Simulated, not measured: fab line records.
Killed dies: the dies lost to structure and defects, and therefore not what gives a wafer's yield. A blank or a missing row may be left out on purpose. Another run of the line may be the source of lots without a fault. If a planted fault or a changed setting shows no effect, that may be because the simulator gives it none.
Chamber matching / flow n5Finfet / cmp-04 running N5_BEOL_M7_CMP_52: 4 sister chambers
The step polishes, stops on SiCOH lowk, t overpolish 6.9 s, target thk 80 nm. 4 wafers are shown with their chamber, then 9 later ones without.

## WAFERS, EACH WITH ITS CHAMBER
wafer=L082.3; chamber=2; motorCurrentA (A)=6.1
wafer=L086.1; chamber=1; motorCurrentA (A)=6.8
wafer=L086.3; chamber=3; motorCurrentA (A)=6.2
wafer=L086.4; chamber=0; motorCurrentA (A)=5.1

## WAFERS WITHOUT THEIR CHAMBER
wafer=L088.1; motorCurrentA (A)=5.3
wafer=L088.3; motorCurrentA (A)=6.7
wafer=L088.5; motorCurrentA (A)=5.1
wafer=L090.1; motorCurrentA (A)=6.3
wafer=L090.2; motorCurrentA (A)=7.0
wafer=L090.5; motorCurrentA (A)=5.0
wafer=L096.1; motorCurrentA (A)=6.1
wafer=L096.3; motorCurrentA (A)=6.8
wafer=L096.4; motorCurrentA (A)=5.4

## THE CHAMBER EACH PASSED THROUGH
wafer=L088.1; from the rows above=0; in truth=0
wafer=L088.3; from the rows above=1; in truth=1
wafer=L088.5; from the rows above=0; in truth=0
wafer=L090.1; from the rows above=can't be placed: 3 or 2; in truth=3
wafer=L090.2; from the rows above=1; in truth=1
wafer=L090.5; from the rows above=0; in truth=0
wafer=L096.1; from the rows above=can't be placed: 2 or 3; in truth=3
wafer=L096.3; from the rows above=1; in truth=1
wafer=L096.4; from the rows above=0; in truth=0
Correctly placed: 7 of 9. These rows do not allow placing 2 (true chamber among the candidates in 2). 0 placed wrongly.
How it was worked out, from the rows above alone: a wafer's distance from a chamber is the root of the sum, over the readings, of the square of ((its reading less the chamber's mean) divided by the reading's scatter). The wafer belongs to the nearest chamber; if the next one is less than 2 further off, it can't be placed. A chamber's mean is the mean of its shown wafers. The scatter (one wafer shown for each chamber): square how far every hidden wafer sits from the nearest shown wafer, average those squares and take the square root.
